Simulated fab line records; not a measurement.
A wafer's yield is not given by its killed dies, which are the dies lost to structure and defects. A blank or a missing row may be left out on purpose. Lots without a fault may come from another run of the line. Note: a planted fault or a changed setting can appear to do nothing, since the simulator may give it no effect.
fab line records	flow n5_finfet
record lots=4	wafers=12	last_day=16
route steps=1938 shown SD_EPI_P@302 SD_ACTIVATION@330 ILD0@335 BEOL_M4@1111 PASSIVATION@1936
lots that met no fault: taken from a fault-free run of the same line
start_h: hours from the record's opening day to when the first of the lot's shown wafers began	wait_h: how many hours have passed since the lot's step before this one	" identical to the entry in the row above	L1.1+2: a single row standing in for several wafers	- no value, or no start was given	* or withheld: withheld	< > ~ a bound
route shown NAME@n: names a module that has steps shown in the file, with the first one's number in the route	usual: mean/standard deviation of fault-free wafers	same: alike in all rows	chamber/n: place in a boat	sites: per-site readings	_std_site: how widely they spread, as a standard deviation	_edge_site: the outer-site mean with the inner-site mean subtracted	radius_mm: how far each site lies from the wafer's centre	mask NAME#n: copy n	behind: the most recent tool/chamber to have shaped the wafer	hold: the reason the lot was held/the length of the hold in hours/how it ended	device: whichever transistor did not switch (one of n, p or np)	end of line: tests of these same wafers at the route's end	where a step has no rows: the recipe by itself	killed: the dies lost at the first sort to structure and to defects; this is not the yield of the wafer	map: per-die view of a wafer (x killed, . not killed, _ where there is no die)
set.NAME: setting as actually run; set.NAME@STEP: the setting as run at that earlier step	model.NAME: the simulator's own value behind a step, which no gauge read
certain route steps with their lots: each step a table, each wafer a row
services: a tool's chamber out of use, with start hour (start_h, from the record's first day; less than 0 if before it), hours out, and reason
## steps
# step N5_SD_EPI_P_DEVELOP_08
# recipe develop_time_s=30	developer=TMAH	resist=CAR-ArF-block	dev_temp_c=23	rinse_liquid=diw	dry=air_spin
# step N5_SD_EPI_P_DESCUM_14
# recipe chemistry=O2	time_s=7.9	source_power_w=50	bias_power_w=20	pressure_mtorr=20	rf_frequency_hz=2.712e+07	temp_c=40	resist=CAR-ArF-block	o2_flow_sccm=225
# step N5_SD_EPI_P_ETCH_36
# recipe chemistry=CF4	target=SiARC	target_depth_a=455	mask_material=CAR-ArF-block	time_s=75.8	ion_energy_ev=80	pressure_mtorr=40	source_w=545	bias_w=36	Ar_flow_sccm=100	cf4_flow_sccm=100	ends=cleared
# step N5_SD_EPI_P_ETCH_37
# recipe chemistry=N2/H2	target=SOC	overetch_a=1080	mask_material=SiARC	temp_c=40	ion_energy_ev=100	source_w=3000	bias_w=133	pressure_mtorr=20	time_s=486	n2_flow_sccm=200	h2_flow_sccm=200	ends=end_point
# step N5_SD_EPI_P_STRIP_38
# recipe chemistry=N2/H2	temp_c=40	n2_flow_sccm=200	h2_flow_sccm=200	rf_frequency_hz=6e+07
# step N5_SD_EPI_P_ETCHBACK_46
# recipe chemistry=CH3F/O2	mode=anisotropic_etchback	target=SiNx	target_depth_a=175	stop_on=SiO2	over_etch_frac=0.3	ion_energy_ev=120	pressure_mtorr=30	source_w=395	bias_w=73	Ar_flow_sccm=150	CH3F_flow_sccm=30	O2_flow_sccm=20
# step N5_SD_EPI_P_ETCH_47
# recipe chemistry=CH3F/O2	target=SiOCN	target_depth_a=250	mask_material=SOC	ion_energy_ev=60	bias_w=29	pressure_mtorr=30	source_w=410	Ar_flow_sccm=150	CH3F_flow_sccm=30	O2_flow_sccm=20
# step N5_SD_EPI_P_ETCH_16
# recipe chemistry=CHF3/O2	target=SiO2	target_depth_a=50	mask_material=SOC	pressure_mtorr=30	source_w=650	bias_w=170	Ar_flow_sccm=200	CHF3_flow_sccm=50	O2_flow_sccm=5	ion_energy_ev=200
# step N5_SD_EPI_P_STRIP_50
# recipe chemistry=CHF3/O2	resist=SiARC	rf_frequency_hz=6e+07
# step N5_SD_EPI_P_SD_RECESS_17
# recipe chemistry=HBr/Cl2/O2	target_depth_a=391	bt_time_s=3	pressure_mtorr=10	icp_w=800	bias_w=112	HBr_flow_sccm=150	Cl2_flow_sccm=80	O2_flow_sccm=12
# usual bias_w=112.00/0.29	drypump_motor_current_A=5.8/0.33	oes_product_au=1.005/0.014	rf_fwd_power_W=795.6/2.5	throttle_valve_pct=37.0/0.32
lot.wafer	tool	chamber	start_h	wait_h	bias_w	drypump_motor_current_A	oes_product_au	rf_fwd_power_W	rf_hours_counter_h	throttle_valve_pct	model.etch.depth_nm	model.SD_EPI_P.feature_depth_nm
L389.1	rie_si-02	1	66.84	0.0	111.87	5.6	1.007	793.9	72	37.2	38.43	38.4
L389.4	"	3	"	"	112.50	5.2	1.024	797.9	12	37.4	38.8	38.8
L389.6	"	0	"	"	112.01	5.6	0.980	799.5	-	36.7	38.2	38.2
L397.3	rie_si-02	2	119.29	0.0	111.66	6.3	1.133	796.2	32	36.7	60.3	60.2
L397.5	"	3	"	"	111.99	5.3	1.028	791.3	-	37.4	39.87	39.8
L397.6	"	2	"	"	112.06	6.3	1.139	794.3	-	36.7	60.74	60.8
L399.2	rie_si-02	0	134.32	0.0	112.39	5.6	0.980	797.4	56	36.7	38.38	38.4
L399.3	"	3	"	"	112.21	5.3	1.022	791.9	14	37.4	39.29	39.2
L399.5	"	2	"	"	111.88	6.4	1.129	793.8	-	36.7	58.88	58.8
L402.1	rie_si-06	0	149.42	0.0	112.10	6.0	1.007	794.3	51	36.6	38.63	38.6
L402.2	"	1	"	"	111.77	6.1	1.015	795.4	26	37.1	38.63	38.6
L402.3	"	3	"	"	111.41	6.2	0.990	794.5	3	36.7	39.93	40
# step N5_SD_EPI_P_WET_ETCH_45
# recipe chemistry=dHF	dilution=withheld	time_s=10.7	target=SiO2	target_depth_a=20	temp_c=25	dry=ipa_marangoni	rinse_time_s=30	rinse_temp_c=23
# step N5_SD_EPI_P_STRIP_40
# recipe chemistry=N2/H2	power_w=1000	temp_c=250	h2_frac=0.65	overash_fraction=0.3	pressure_mtorr=withheld	n2_flow_sccm=1750	h2_flow_sccm=3250
# step N5_SD_EPI_P_PRECLEAN_52
# recipe chemistry=O3/DIW	time_s=60	temp_c=22	o3_ppm=10
# step N5_SD_EPI_P_SRD_20
# recipe dry=ipa_marangoni	do_ppb=5	time_s=30	temp_c=23	rinse_liquid=diw
# step N5_SD_EPI_P_PRECLEAN_51
# recipe chemistry=NF3:NH3	afs_cycles=1	temp_c=30	time_s=20	sublimation_temp_c=180	sublimation_time_s=60	pressure_torr=3	rf_power_w=30
# step N5_SD_EPI_P_VAPOR_ETCH_44
# recipe chemistry=NF3/Ar	target=SiGe30	temp_c=25	time_s=3.3	mode=isotropic
# step N5_SD_EPI_P_EPI_21
# recipe material=SiGe:B	dopant=B	temp_c=550	pressure_torr=20	ambient=H2	time_s=355
# step N5_SD_EPI_P_HM_STRIP_48
# recipe chemistry=H3PO4	temp_c=160	material=SiNx	target=SiNx	target_depth_a=30	overetch_fraction=0.3
# step N5_SD_EPI_P_SRD_49
# recipe dry=ipa_marangoni	time_s=30	temp_c=23	rinse_liquid=diw
# step N5_SD_EPI_P_PRECLEAN_24
# recipe chemistry=O3/DIW	time_s=45	temp_c=22	o3_ppm=10
# step N5_SD_EPI_P_PRECLEAN_32
# recipe chemistry=dHF	time_s=10	dilution=500:1	temp_c=25
# step N5_SD_EPI_P_PRECLEAN_33
# recipe chemistry=SC2	time_s=45	temp_c=35	mix=1:1:50
# step N5_SD_EPI_P_SRD_25
# recipe time_s=30	temp_c=23	rinse_liquid=diw	dry=ipa_marangoni
# step N5_SD_ACTIVATION_RTA_00
# recipe temp_c=975	time_s=0	ambient=N2	idle_temp_c=600	ramp_up_c_per_s=150	ramp_down_c_per_s=60	cool_to_c=600
# step N5_SD_ACTIVATION_LSA_01
# recipe temp_c=1080	time_s=0.0008	ambient=N2
# step N5_ILD0_LINER_00
# recipe material=SiNx	target_thk_a=40	temp_c=400	ald_precursor_family=SiH2I2	ald_co_reactant=N2/H2-plasma	pulse_time_s=1	purge_time_s=2	co_reactant_purge_time_s=2	ald_cycles=80	pressure_torr=2
# step N5_ILD0_FCVD_FILL_01
# recipe material=SiO2_flowable	target_thk_a=2000	temp_c=100	pressure_torr=0.8	rf_w=2000	time_s=328.3
# step N5_ILD0_CURE_02
# recipe temp_c=450	time_s=1800	ambient=steam	idle_temp_c=400	ramp_up_c_per_min=5	ramp_down_c_per_min=3	densification_p_h2o_torr=640
# step N5_ILD0_CMP_03
# recipe stop_on=SiNx	t_overpolish_s=1.9	post_cmp_clean=alkaline_brush	down_force_psi=4.1491	platen_rpm=51.796	pad_velocity_m_s=1.0306	target_thk_nm=197.38
# step N5_ILD0_CMP_07
# recipe stop_on=poly-Si	material=SiO2_flowable	t_overpolish_s=1.18	post_cmp_clean=alkaline_brush	down_force_psi=4.1491	platen_rpm=51.796	pad_velocity_m_s=1.0306	target_thk_nm=138.88
# step N5_ILD0_PRECLEAN_10
# recipe chemistry=NF3:NH3	afs_cycles=5	time_s=20	temp_c=30	sublimation_temp_c=180	sublimation_time_s=60	pressure_torr=3	rf_power_w=30
# step N5_ILD0_ALD_15
# recipe material=SiNx	target_thk_a=240	temp_c=400	ald_precursor_family=SiH2I2	ald_co_reactant=N2/H2-plasma	pulse_time_s=1	ald_cycles=480	purge_time_s=2	co_reactant_purge_time_s=2	pressure_torr=2
# step N5_BEOL_M4_RC_MEAS_101
# usual CJ_P=5.82/0.2	DIBL_N=35.9/1.8	DIBL_P=36.2/2	EOT_P=10.47/0.1	IGATE_P=0.0038/0.00068	IOFF_N=0.16/0.031	IOFF_P=0.22/0.041	IOFF_P_85C=3.7/0.58	IOFF_P_LIN=0.102/0.016	IOFF_P_LONG=0.000107/1e-05	ION_N=676/11	ION_P=465/8.5	RC_DENSE_P=23.8/0.54	RC_P=19.4/0.43	REXT_P=100.7/1.8	RS_SD_P=65.8/0.9	SS_N=71.4/0.64	SS_P=73.2/0.7	VT_N=250/3.5	VT_P=-250/3.9	VT_P_LONG=-275/3.4	VT_P_LVT=-98/3.5
lot.wafer	tool	chamber	start_h	wait_h	CJ_P	DIBL_N[mV/V]	DIBL_P[mV/V]	EOT_P	IGATE_P[nA/um]	IOFF_N[nA/um]	IOFF_P[nA/um]	IOFF_P_85C[nA/um]	IOFF_P_LIN[nA/um]	IOFF_P_LONG[nA/um]	ION_N[uA/um]	ION_P[uA/um]	RC_DENSE_P[ohm.um]	RC_P[ohm.um]	REXT_P[ohm.um]	RS_SD_P[ohm/sq]	SS_N[mV/dec]	SS_P[mV/dec]	VT_N[mV]	VT_P[mV]	VT_P_LONG[mV]	VT_P_LVT[mV]
L389.1	prober-02	0	182.20	0.0	5.69	35.6	36.2	10.51	0.0035	0.16	0.19	3.4	0.091	0.000101	670	462	24.0	19.8	102.2	66.2	71.8	72.7	249	-255	-279	-100
L389.4	"	0	"	"	5.85	33.7	33.2	10.38	0.0035	0.12	0.16	2.9	0.081	0.000103	659	452	23.7	19.5	101.6	65.8	70.6	72.3	253	-252	-277	-102
L389.6	"	0	"	"	5.76	35.3	34.7	10.57	0.0035	0.15	0.18	3.1	0.086	0.000103	677	459	23.6	19.4	102.4	66.2	71.3	72.7	248	-253	-276	-101
L397.3	prober-01	0	238.61	0.3	-	38.1	-	-	-	0.19	-	-	-	-	696	-	-	-	-	-	72.8	-	247	-	-	-
L397.5	"	0	"	"	5.47	37.9	38.7	10.37	0.0041	0.17	0.24	4.1	0.110	9.4e-05	683	469	24.2	19.7	98.3	66.1	71.5	73.7	247	-252	-281	-96
L397.6	"	0	"	"	-	37.4	-	-	-	0.16	-	-	-	-	686	-	-	-	-	-	72.1	-	248	-	-	-
L399.2	prober-02	0	243.96	0.2	5.71	36.5	37.8	10.48	0.0032	0.20	0.26	4.3	0.121	0.00011	692	469	23.6	19.2	102.3	65.4	71.7	73.9	247	-246	-274	-95
L399.3	"	0	"	"	5.86	35.1	36.4	10.57	0.0033	0.16	0.23	3.9	0.111	0.000115	681	473	23.9	19.4	101.3	66.2	71.8	74.0	252	-246	-273	-95
L399.5	"	0	"	"	3.61	34.5	103.2	10.54	0.0032	0.15	30.11	233.6	0.609	9.5e-05	673	518	24.5	20.0	96.6	65.1	71.6	134.0	250	-232	-274	-80
L402.1	prober-01	0	259.86	0.0	5.78	33.9	34.3	10.35	0.0047	0.12	0.15	2.8	0.075	9.2e-05	662	447	23.6	19.0	101.8	66.3	71.9	72.3	254	-257	-279	-103
L402.2	"	0	"	"	5.75	33.6	34.0	10.36	0.0048	0.12	0.15	2.8	0.076	9.5e-05	664	462	23.7	19.3	102.6	65.3	70.5	72.8	255	-256	-279	-104
L402.3	"	0	"	"	5.78	35.2	35.5	10.38	0.0045	0.13	0.17	3.1	0.084	9.4e-05	668	456	23.9	19.6	100.9	65.9	70.8	72.6	252	-255	-280	-102
# step N5_PASSIVATION_PROBE_49
# usual defect_limited_yield=91.3/1.3	killed_at_M0_to_M3=35/9.3	killed_at_M4_up=14/5.2	killed_at_contacts=12/5.9	killed_at_front_end=38/11	killed_at_other=4/3.7	killed_dies=103/15	killed_open=67/12	killed_short=34/8	sort_bin_4_leakage=0/0	sort_bin_5_function=5.1/0.88	sort_bin_6_memory=3.3/0.65	sort_n_pass=1077/15	sort_yield_pct=91.3/1.3
# same gross_dies=1180	killed_at_back_side=0	sort_bin_8_speed[%]=0
lot.wafer	tool	chamber	start_h	wait_h	defect_limited_yield[%]	killed_at_M0_to_M3	killed_at_M4_up	killed_at_contacts	killed_at_front_end	killed_at_other	killed_dies	killed_open	killed_short	sort_bin_4_leakage[%]	sort_bin_5_function[%]	sort_bin_6_memory[%]	sort_n_pass	sort_yield_pct[%]
L389.1	prober-02	-	297.37	0.0	92.3	32	15	15	27	2	91	61	28	0	3.9	3.5	1089	92.3
L389.4	prober-02	-	297.52	0.2	91.9	36	21	15	18	5	95	74	20	0	5.0	2.7	1085	91.9
L389.6	prober-02	-	297.62	0.3	92.0	34	13	9	33	5	94	58	36	0	4.4	3.0	1086	92.0
L397.3	prober-02	-	348.20	0.1	89.3	20	11	24	54	17	126	71	50	89.32	5.8	4.3	0	0
L397.6	prober-02	-	348.35	0.3	90.7	25	8	20	45	12	110	65	44	90.68	4.6	4.7	0	0
L399.2	prober-01	-	356.01	0.1	90.8	48	14	14	29	4	109	73	36	0	5.3	3.5	1071	90.8
L399.3	prober-01	-	356.06	0.1	92.8	36	11	5	29	4	85	42	42	0	4.1	2.6	1095	92.8
L399.5	prober-01	-	356.16	0.2	94.3	30	9	7	20	1	67	45	21	94.32	3.9	1.7	0	0
L402.1	prober-02	-	380.90	0.3	90.6	43	19	7	40	2	111	72	36	0	5.8	3.4	1069	90.6
L402.2	prober-02	-	380.95	0.4	92.5	33	11	8	35	2	89	60	28	0	4.2	3.2	1091	92.5
L402.3	prober-02	-	381.00	0.4	92.6	32	16	3	32	4	87	65	20	0	4.1	3.3	1093	92.6
# killed by level:class
L389.1 STI_FIN_REVEAL:geometric_particle:open=14 MOL_CONTACT_COAG:geometric_particle:open=13 BEOL_M0_SAQP:geometric_particle:short=12 BEOL_M0_SAQP:geometric_particle:open=10 BEOL_M4:geometric_particle:open=8 BEOL_M3:geometric_particle:open=6 BEOL_M0:geometric_particle:open=3 FIN_SAQP:geometric_particle:short=2
L389.4 BEOL_M4:geometric_particle:open=14 MOL_CONTACT_COAG:geometric_particle:open=13 BEOL_M3:geometric_particle:open=11 BEOL_M0_SAQP:geometric_particle:open=10 BEOL_M0_SAQP:geometric_particle:short=8 STI_FIN_REVEAL:geometric_particle:open=7 DUMMY_GATE:geometric_particle:open=3 BEOL_M4:geometric_particle:short=3
L389.6 BEOL_M0_SAQP:geometric_particle:open=16 STI_FIN_REVEAL:geometric_particle:open=11 BEOL_M0_SAQP:geometric_particle:short=11 FIN_SAQP:geometric_particle:short=9 BEOL_M4:geometric_particle:open=7 MOL_CONTACT_COAG:geometric_particle:open=6 DUMMY_GATE:geometric_particle:open=4 MOL_CONTACT_COAG:geometric_particle:short=3
L397.3 MOL_CONTACT_COAG:geometric_particle:open=19 FIN_SAQP:geometric_particle:short=14 STI_FIN_REVEAL:geometric_particle:open=10 BEOL_M0_SAQP:geometric_particle:short=10 FIN_SAQP:geometric_particle:open=8 MIM_TOP_ETCH:geometric_particle:open=7 STARTING-WAFER:geometric_particle:short=7 GATE_CUT:geometric_particle:short=5
L397.6 MOL_CONTACT_COAG:geometric_particle:open=16 FIN_SAQP:geometric_particle:short=10 FIN_SAQP:geometric_particle:open=8 STI_FIN_REVEAL:geometric_particle:open=8 BEOL_M3:geometric_particle:open=7 BEOL_M0_SAQP:geometric_particle:short=6 MIM_TOP_ETCH:geometric_particle:short=6 GATE_CUT:geometric_particle:short=5
L399.2 MOL_CONTACT_COAG:geometric_particle:open=12 BEOL_M0_SAQP:geometric_particle:open=11 BEOL_M2:geometric_particle:open=11 BEOL_M0_SAQP:geometric_particle:short=8 FIN_SAQP:geometric_particle:short=7 DUMMY_GATE:geometric_particle:open=7 BEOL_M3:geometric_particle:open=6 FIN_SAQP:geometric_particle:open=5
L399.3 BEOL_M0_SAQP:geometric_particle:short=15 BEOL_M0_SAQP:geometric_particle:open=7 FIN_SAQP:geometric_particle:short=4 DUMMY_GATE:geometric_particle:open=4 STARTING-WAFER:geometric_particle:short=4 BEOL_M3:geometric_particle:open=4 STI_FIN_REVEAL:geometric_particle:open=3 GATE_CUT:geometric_particle:short=3
L399.5 BEOL_M0_SAQP:geometric_particle:open=13 BEOL_M3:geometric_particle:open=6 GATE_CUT:geometric_particle:short=5 MOL_CONTACT_COAG:geometric_particle:open=5 BEOL_M1:geometric_particle:open=4 STARTING-WAFER:geometric_particle:open=4 STI_FIN_REVEAL:geometric_particle:open=3 BEOL_M0_SAQP:geometric_particle:short=3
L402.1 STI_FIN_REVEAL:geometric_particle:open=11 BEOL_M3:geometric_particle:open=9 DUMMY_GATE:geometric_particle:open=8 BEOL_M2:geometric_particle:open=8 BEOL_M0_SAQP:geometric_particle:short=7 BEOL_M1:geometric_particle:open=7 FIN_SAQP:geometric_particle:open=6 BEOL_M4:geometric_particle:short=6
L402.2 BEOL_M3:geometric_particle:open=10 STI_FIN_REVEAL:geometric_particle:open=7 MOL_CONTACT_COAG:geometric_particle:open=6 BEOL_M1:geometric_particle:open=6 DUMMY_GATE:geometric_particle:open=5 BEOL_M2:geometric_particle:open=5 FIN_SAQP:geometric_particle:short=4 FIN_SAQP:geometric_particle:open=4
L402.3 BEOL_M3:geometric_particle:open=11 BEOL_M1:geometric_particle:open=8 FIN_SAQP:geometric_particle:short=6 FIN_SAQP:geometric_particle:open=6 DUMMY_GATE:geometric_particle:open=6 STI_FIN_REVEAL:geometric_particle:open=6 BEOL_M5:geometric_particle:open=5 BEOL_M4:geometric_particle:open=4
# map L397.3 (x killed, . not)
_________________.........x..________________
______________..x...xx.....x...._____________
___________...x........x...........__________
__________.............x............_________
________............x................._______
_______.......x...xx........x..........______
______......x....x..x..................x_____
_____.xx.........x...................x...____
____..............x.......x........x......___
___...x.........x...x..........x...xx...x..__
___......x...x......x..........x......x....__
__.....x..............x..x.................._
__...........x...........x.....x.x.........._
_.x...........x..........x...........x.......
_x........x.......x..x........x..............
_...............xx....x......................
_..xx...............x.......................x
_x..x....x...x....x.x...x......x..x....xx....
_..............x...x.x...........x..x........
_........x......xx......x........x...........
_..x...x................x..xxx......x........
__......x.x..x......x....x.................._
__x.x..................................xx..._
___.........x..x...x.......x..xx...........__
___...x........x.............x..x.....x....__
____.......................x......x.......___
_____..........x.......................x.____
______..........x.xx.x........x........._____
_______......x...................x.....______
________.............x................_______
__________..x..........x............_________
___________......xx....x...........__________
______________................x._____________
_________________x...........________________
# map L399.2 (x killed, . not)
_________________..........x.________________
______________............x....._____________
___________.x......................__________
__________.........................._________
________.xx.xx....x..................._______
_______................x..x............______
______......x......x..........x........._____
_____...........................xx.....x.____
____xx........x.......x.............x.....___
___.........x........x....x.............x..__
___....x.....x.............................__
__..x......x...........x...................._
__x...x.............x..x...................._
_.x......................x........x.........x
_...........x....................x...........
_..x...........x.............................
_...xx.x...xx.........xx........x.....x..x...
_...x.........x................x...x.........
_......x...xx.x..............x.....x.xx....x.
_.....x.............x.....x....x.........x...
_.............x......x...................x...
__............x..............x......x...x..x_
__........x........x........................_
___.......................x.....x..........__
___....................x.............x.....__
____x.x..x..........x.......x.............___
_____......................x...xx........____
______.......x........x.xx...x.........._____
_______...............x...x........x...______
________x..x................x........._______
__________.......x..........x......._________
___________................x.x.....__________
______________......x..........._____________
_________________.......x....________________
## services
tool	chamber	start_h	hours	kind
rie_si-06	-	45.60	5.3	repair
rie_si-02	-	74.78	2.8	pm
## key
first_sign step=N5_SD_EPI_P_SD_RECESS_17	reading=oes_product_au	direction=up	sigmas=9.3	usual=1.005	struck=1.133
effect step=N5_BEOL_M4_RC_MEAS_101	reading=CJ_P	direction=missing
effect step=N5_BEOL_M4_RC_MEAS_101	reading=DIBL_P	direction=missing
effect step=N5_BEOL_M4_RC_MEAS_101	reading=EOT_P	direction=missing
effect step=N5_BEOL_M4_RC_MEAS_101	reading=IGATE_P	direction=missing
effect step=N5_BEOL_M4_RC_MEAS_101	reading=IOFF_P	direction=missing
effect step=N5_BEOL_M4_RC_MEAS_101	reading=IOFF_P_85C	direction=missing
effect step=N5_BEOL_M4_RC_MEAS_101	reading=IOFF_P_LIN	direction=missing
effect step=N5_BEOL_M4_RC_MEAS_101	reading=IOFF_P_LONG	direction=missing
effect step=N5_BEOL_M4_RC_MEAS_101	reading=ION_P	direction=missing
effect step=N5_BEOL_M4_RC_MEAS_101	reading=RC_DENSE_P	direction=missing
effect step=N5_BEOL_M4_RC_MEAS_101	reading=RC_P	direction=missing
effect step=N5_BEOL_M4_RC_MEAS_101	reading=REXT_P	direction=missing
effect step=N5_PASSIVATION_PROBE_49	reading=sort_bin_4_leakage	direction=up	sigmas=99+	usual=0	struck=91.44
model_effect step=N5_SD_EPI_P_SD_RECESS_17	value=etch.depth_nm	without=39.04	struck=59.98
met_at N5_SD_EPI_P_SD_RECESS_17
struck_wafers L397.3,L397.6,L399.5
fault kind=process_parameter_drift	tool=rie_si-02	chamber=2	onset_h=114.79	steps=N5_SD_EPI_P_SD_RECESS_17	channel=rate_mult	offset=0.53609	shape=step
